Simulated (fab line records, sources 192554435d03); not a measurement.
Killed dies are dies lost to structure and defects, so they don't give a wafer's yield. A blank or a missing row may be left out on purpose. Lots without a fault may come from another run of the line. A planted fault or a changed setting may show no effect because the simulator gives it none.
Split-lot experiment | flow n5_finfet | 7 lots, 21 wafers read, on a route of 1938 steps

THE SPLIT
At N5_MIM_BOT_ETCH_ETCH_04 (etches SiNx in CF4/O2, target depth 26 nm, time 13 s), the setting time_s was moved away from the recipe's 13 s on 9 of the 21 wafers read, by -17.8% to +19.2%. The other wafers ran this setting at the recipe's value.

The reading is taken at the split's own step.

THE READING
etch.depth_nm (the simulator's own value, which no gauge read), in nm, at N5_MIM_BOT_ETCH_ETCH_04 (etches SiNx in CF4/O2, target depth 26 nm, time 13 s). The file gives no usual value for it. The 12 wafers here that ran the recipe average 26.06 nm, standard deviation 0.43 nm.

wafer  | tool, chamber at the split | time_s as run, s | against the recipe | etch.depth_nm, nm | against lot-mates on the recipe
L074.1 | rie_diel-01, 3             | 13               | recipe             | 26.35             | -
L074.2 | rie_diel-01, 1             | 13               | recipe             | 26.7              | -
L074.6 | rie_diel-01, 3             | 13               | recipe             | 26.57             | -
L075.1 | rie_diel-03, 0             | 13               | recipe             | 26.5              | -
L075.2 | rie_diel-03, 1             | 13               | recipe             | 25.57             | -
L075.3 | rie_diel-03, 2             | 13               | recipe             | 25.84             | -
L084.2 | rie_diel-03, 3             | 13               | recipe             | 25.76             | -
L084.3 | rie_diel-03, 2             | 15.25            | +17.3%             | 29.98             | +4.28
L084.6 | rie_diel-03, 3             | 13               | recipe             | 25.64             | -
L082.2 | rie_diel-06, 1             | 10.69            | -17.8%             | 21.6              | -4.65
L082.3 | rie_diel-06, 2             | 10.69            | -17.8%             | 20.98             | -5.27
L082.5 | rie_diel-06, 1             | 13               | recipe             | 26.25             | -
L087.1 | rie_diel-03, 3             | 10.81            | -16.8%             | 21.59             | -4.18
L087.2 | rie_diel-03, 2             | 10.81            | -16.8%             | 21.61             | -4.16
L087.5 | rie_diel-03, 3             | 13               | recipe             | 25.77             | -
L085.1 | rie_diel-06, 3             | 15.32            | +17.8%             | 31                | +5.61
L085.4 | rie_diel-06, 0             | 15.32            | +17.8%             | 30.41             | +5.02
L085.6 | rie_diel-06, 2             | 13               | recipe             | 25.39             | -
L097.1 | rie_diel-01, 2             | 15.5             | +19.2%             | 31.3              | +4.91
L097.2 | rie_diel-01, 1             | 13               | recipe             | 26.39             | -
L097.5 | rie_diel-01, 2             | 15.5             | +19.2%             | 31.38             | +4.99

THE FIT
A straight line over all 21 wafers: etch.depth_nm changes by +0.263 nm for each +1% of time_s; r = +0.99; the points scatter about the line by 0.4 nm.
The same after taking each lot's own level away (the mean of its wafers on the recipe; 21 wafers): +0.268 nm for each +1%; r = +1.00; scatter 0.32 nm.
On that fit, the largest move of time_s shifts the reading by 5.2 nm.
The lots' own levels span 25.390 to 26.540 nm, that is 2.7 times the standard deviation above.
So the lot-to-lot level changes the slope little: the two slopes agree.
Check: with one of the wafers moved furthest among these (+19.2%) left out of the fit, the line predicts +5.23 nm for it against its lot-mates. It came out at +4.91 nm against them.

OTHER SPLITS ON THESE WAFERS
These wafers also went through other splits before the reading. Each is held against what the fit with the lots' levels taken away leaves over:
other split on the same wafers     | wafers away from the commonest value | r with etch.depth_nm (lot level and that fit taken away)
N5_BEOL_M11_COAT_05 spin_rpm       | 3                                    | +0.13
N5_BEOL_M12_PEB_08 peb_temp_c      | 10                                   | -0.08
N5_BEOL_M13_ETCH_67 bias_w         | 6                                    | +0.08
N5_BEOL_M14_ETCH_68 time_s         | 8                                    | -0.02
N5_BEOL_M15_COAT_22 spin_rpm       | 3                                    | +0.45
N5_MIM_BOT_LITHO_PEB_06 peb_time_s | as run: not given for these wafers   | -

THE FILE'S OWN FIT
etch.depth_nm changes by +0.266 nm for each +1% of time_s, r = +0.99.
